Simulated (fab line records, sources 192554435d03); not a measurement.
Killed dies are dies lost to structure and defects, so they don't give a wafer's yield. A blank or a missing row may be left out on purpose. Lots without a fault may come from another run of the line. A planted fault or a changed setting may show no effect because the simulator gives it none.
Which tool did it? | flow n5_finfet | 9 lots, 27 wafers sampled, at 5 steps of a route of 1938

WHAT THE GAUGES READ, wafer by wafer
N5_BEOL_M4_RC_MEAS_101. Usual: DIBL_N 36.2 mV/V, standard deviation 1.6; DIBL_P 36.5 mV/V, standard deviation 1.9; IOFF_N 0.158 nA/um, standard deviation 0.027; IOFF_P 0.21 nA/um, standard deviation 0.038; ION_N 675 uA/um, standard deviation 12; ION_P 464 uA/um, standard deviation 8.9; SS_N 71.5 mV/dec, standard deviation 0.61; SS_P 73.4 mV/dec, standard deviation 0.59; VT_N 250.4 mV, standard deviation 3; VT_P -250 mV, standard deviation 3.6.
lot  | measured     | on        | DIBL_N (mV/V)  | DIBL_P (mV/V)  | IOFF_N (nA/um)    | IOFF_P (nA/um) | ION_N (uA/um) | ION_P (uA/um) | SS_N (mV/dec)  | SS_P (mV/dec)  | VT_N (mV)         | VT_P (mV)      | flag
L754 | day 7 23:20  | prober-02 | 34.3 36.1 36.9 | 35.5 38.0 38.7 | 0.138 0.161 0.184 | 0.19 0.24 0.25 | 668 682 688   | 457 466 465   | 70.9 71.5 72.0 | 72.3 72.9 73.2 | 252.3 252.3 249.9 | -251 -251 -246 |
L755 | day 7 20:24  | prober-01 | 37.7 36.3 38.5 | 38.5 36.5 39.0 | 0.175 0.146 0.194 | 0.26 0.22 0.27 | 683 676 683   | 474 472 468   | 72.3 71.1 72.0 | 74.0 73.0 74.1 | 251.0 251.9 247.4 | -247 -250 -245 |
L763 | day 10 02:59 | prober-02 | 37.6 35.8 35.6 | 38.5 37.4 37.4 | 0.184 0.158 0.165 | 0.24 0.22 0.22 | 698 686 696   | 475 467 477   | 72.1 71.1 71.1 | 73.9 73.5 73.4 | 245.7 250.7 247.4 | -249 -249 -248 |
L764 | day 10 01:27 | prober-01 | 35.0 35.1 34.2 | 35.7 35.6 33.3 | 0.139 0.144 0.128 | 0.19 0.20 0.17 | 672 683 671   | 468 468 462   | 71.4 71.3 70.5 | 73.3 72.9 73.1 | 252.1 252.2 254.2 | -252 -251 -252 |
L771 | day 12 15:55 | prober-01 | 36.6 37.2 35.2 | 37.1 37.6 36.7 | 0.172 0.176 0.142 | 0.21 0.22 0.20 | 666 669 673   | 463 458 462   | 72.4 72.7 71.5 | 72.5 74.3 73.6 | 249.4 250.6 252.4 | -252 -252 -253 |
L773 | day 12 12:52 | prober-01 | 37.6 35.3 34.3 | 39.8 38.0 36.5 | 0.205 0.153 0.132 | 0.24 0.21 0.18 | 676 669 658   | 460 462 459   | 72.9 71.9 71.9 | 74.1 74.0 73.4 | 246.6 252.0 253.2 | -249 -251 -253 |
L772 | day 12 17:14 | prober-01 | 35.9 37.0 38.6 | 35.2 37.2 40.1 | 0.144 0.162 0.212 | 0.20 0.23 0.30 | 699 691 705   | 475 467 488   | 71.7 71.6 72.1 | 73.5 74.1 74.0 | 248.9 248.4 245.7 | -250 -251 -242 |
L775 | day 13 14:35 | prober-02 | 35.7 36.8 35.6 | 35.7 38.1 36.5 | 0.158 0.175 0.165 | 0.18 0.23 0.20 | 677 666 677   | 459 457 468   | 71.2 71.6 71.4 | 72.7 73.8 72.8 | 248.8 247.5 248.2 | -254 -250 -251 |
L776 | day 14 08:34 | prober-02 | 35.0 34.2 32.9 | 34.8 34.5 33.3 | 0.149 0.141 0.116 | 0.22 0.22 0.19 | 664 686 666   | 463 482 469   | 71.1 70.4 71.3 | 72.8 73.0 73.1 | 250.4 249.9 252.7 | -248 -248 -251 |

WHICH TOOL RAN EACH LOT (tool, then ch and the chambers of the sampled wafers, then the start)
lot  | N5_MOL_CONTACT_COAG_ALD_131       | N5_MOL_CONTACT_COAG_ETCH_124       | N5_MOL_CONTACT_COAG_ETCH_48        | N5_MOL_CONTACT_COAG_CVD_140
L754 | ald_sin-02 ch 2,3, day 5 05:44    | rie_diel-05 ch 0,1,2, day 5 07:22  | rie_diel-05 ch 0,1,2, day 5 07:24  | cvd_w-02 ch 0, day 5 07:49
L755 | ald_sin-01 ch 0,1, day 5 06:32    | rie_diel-05 ch 1,2, day 5 08:17    | rie_diel-05 ch 1,2, day 5 08:19    | cvd_w-01 ch 1, day 5 08:44
L763 | ald_sin-01 ch 1,2,3, day 7 08:03  | rie_diel-05 ch 0,1, day 7 10:01    | rie_diel-05 ch 0,1, day 7 10:04    | cvd_w-01 ch 0, day 7 10:34
L764 | ald_sin-04 ch 0,3, day 7 09:09    | rie_diel-05 ch 0,1,2, day 7 11:26  | rie_diel-05 ch 0,1,2, day 7 11:29  | cvd_w-02 ch 0,1, day 7 11:59
L771 | ald_sin-01 ch 0,2,3, day 9 13:41  | rie_diel-02 ch 1,2,3, day 9 15:33  | rie_diel-02 ch 1,2,3, day 9 15:35  | cvd_w-01 ch 0,1, day 9 16:05
L773 | ald_sin-01 ch 0,1,2, day 9 20:43  | rie_diel-02 ch 0,1,3, day 9 22:19  | rie_diel-02 ch 0,1,3, day 9 22:22  | cvd_w-02 ch 0,1, day 9 22:46
L772 | ald_sin-04 ch 1,2,3, day 10 05:20 | rie_diel-02 ch 1,2,3, day 10 07:04 | rie_diel-02 ch 1,2,3, day 10 07:07 | cvd_w-02 ch 0,1, day 10 07:32
L775 | ald_sin-02 ch 1,2,3, day 10 11:42 | rie_diel-04 ch 0,1,3, day 10 13:19 | rie_diel-04 ch 0,1,3, day 10 13:22 | cvd_w-02 ch 0, day 10 13:46
L776 | ald_sin-02 ch 1,2, day 10 15:02   | rie_diel-04 ch 0,3, day 10 18:13   | rie_diel-04 ch 0,3, day 10 18:16   | cvd_w-02 ch 0,1, day 10 18:43
- N5_MOL_CONTACT_COAG_ALD_131: deposits SiO2, target thk 5 nm, pulse time 1 s, co reactant pulse time 1 s.
- N5_MOL_CONTACT_COAG_ETCH_124: etches SiNx in CH3F/O2, stops on SiOC, target depth 6.5 nm.
- N5_MOL_CONTACT_COAG_ETCH_48: etches SiOC in C4F6/O2, target depth 15 nm, overetch 4.5 nm, time 17 s.
- N5_MOL_CONTACT_COAG_CVD_140: deposits W, target thk 66.5 nm, time 215 s.

WHAT THE TOOLS THEMSELVES READ (means of the sampled wafers that have a number; where no wafer has one, the mark that the record gives instead)
N5_MOL_CONTACT_COAG_ALD_131. Usual: heater_power_w 72 W, standard deviation 6.2; precursor_pulse_height_rel 1.000, standard deviation 0.022.
lot  | tool       | heater_power_w (W) | precursor_pulse_height_rel | flag
L754 | ald_sin-02 | 69                 | 1.000                      |
L755 | ald_sin-01 | 74                 | 1.003                      |
L763 | ald_sin-01 | 81                 | 0.991                      |
L764 | ald_sin-04 | 65                 | 1.002                      |
L771 | ald_sin-01 | 78                 | 1.000                      |
L773 | ald_sin-01 | 77                 | 0.998                      |
L772 | ald_sin-04 | 74                 | 0.994                      |
L775 | ald_sin-02 | 69                 | 0.998                      |
L776 | ald_sin-02 | 68                 | 0.980                      |

N5_MOL_CONTACT_COAG_ETCH_124. Usual: drypump_motor_current_A 5.8 A, standard deviation 0.47; oes_product_au 0.70 a.u., standard deviation 0.074; rf_vpp_V 299 V, standard deviation 5.3; showerhead_plenum_p_Torr 2.01 Torr, standard deviation 0.065; throttle_valve_pct 16.21 %, standard deviation 0.23.
lot  | tool        | drypump_motor_current_A (A) | oes_product_au (a.u.) | rf_vpp_V (V) | showerhead_plenum_p_Torr (Torr) | throttle_valve_pct (%) | flag
L754 | rie_diel-05 | 6.0                         | 0.74                  | 294          | 1.99                            | 16.28                  |
L755 | rie_diel-05 | 5.9                         | 0.72                  | 296          | 1.99                            | 16.35                  |
L763 | rie_diel-05 | 5.7                         | 0.70                  | 296          | 1.95                            | 16.17                  |
L764 | rie_diel-05 | 5.9                         | 0.68                  | 295          | 1.99                            | 16.33                  |
L771 | rie_diel-02 | 5.7                         | 0.72                  | 299          | 2.05                            | 16.03                  |
L773 | rie_diel-02 | 5.6                         | 0.70                  | 304          | 1.99                            | 16.14                  |
L772 | rie_diel-02 | 5.7                         | 0.72                  | 298          | 2.05                            | 16.05                  |
L775 | rie_diel-04 | 5.7                         | 0.70                  | 303          | 2.01                            | 16.08                  |
L776 | rie_diel-04 | 6.1                         | 0.66                  | 301          | 2.02                            | 16.16                  |

N5_MOL_CONTACT_COAG_ETCH_48. Usual: drypump_motor_current_A 5.8 A, standard deviation 0.47; oes_product_au 0.68 a.u., standard deviation 0.079; rf_vpp_V 1595 V, standard deviation 27; showerhead_plenum_p_Torr 2.86 Torr, standard deviation 0.089; throttle_valve_pct 40.45 %, standard deviation 0.27.
lot  | tool        | drypump_motor_current_A (A) | oes_product_au (a.u.) | rf_vpp_V (V) | showerhead_plenum_p_Torr (Torr) | throttle_valve_pct (%) | flag
L754 | rie_diel-05 | 6.0                         | 0.70                  | 1576         | 2.83                            | 40.61                  |
L755 | rie_diel-05 | 5.9                         | 0.73                  | 1580         | 2.83                            | 40.70                  |
L763 | rie_diel-05 | 5.7                         | 0.77                  | 1583         | 2.77                            | 40.64                  |
L764 | rie_diel-05 | 6.0                         | 0.71                  | 1575         | 2.82                            | 40.63                  |
L771 | rie_diel-02 | 5.7                         | 0.73                  | 1591         | 2.91                            | 40.17                  |
L773 | rie_diel-02 | 5.6                         | 0.63                  | 1621         | 2.82                            | 40.23                  |
L772 | rie_diel-02 | 5.7                         | 0.74                  | 1591         | 2.90                            | 40.18                  |
L775 | rie_diel-04 | 5.7                         | 0.64                  | 1614         | 2.85                            | 40.37                  |
L776 | rie_diel-04 | 6.1                         | 0.65                  | 1610         | 2.86                            | 40.55                  |

N5_MOL_CONTACT_COAG_CVD_140. Usual: heater_power_w 510 W, standard deviation 21.
lot  | tool     | heater_power_w (W) | flag
L754 | cvd_w-02 | 524                |
L755 | cvd_w-01 | 539                |
L763 | cvd_w-01 | 494                |
L764 | cvd_w-02 | 510                |
L771 | cvd_w-01 | 518                |
L773 | cvd_w-02 | 500                |
L772 | cvd_w-02 | 493                |
L775 | cvd_w-02 | 529                |
L776 | cvd_w-02 | 497                |

THE ANSWER, worked out from the rows above alone
Rule: a lot is off if the mean of its wafers that have a number lies more than 3 standard deviations from the usual mean. A lot without any number at a reading at which 4 lots or more have one is off too. The other lots that the step has rows for count as sound. The gauges are gone through in route order, then the tools' own readings, and for those a lot's mean is taken as printed above. The first step at which some lot is off is used, and at that step the reading that is off furthest; a lot without a number counts as furthest.
No lot is off at any reading shown: from this, nothing can be told.

WHAT THE SIMULATOR HAD PUT IN
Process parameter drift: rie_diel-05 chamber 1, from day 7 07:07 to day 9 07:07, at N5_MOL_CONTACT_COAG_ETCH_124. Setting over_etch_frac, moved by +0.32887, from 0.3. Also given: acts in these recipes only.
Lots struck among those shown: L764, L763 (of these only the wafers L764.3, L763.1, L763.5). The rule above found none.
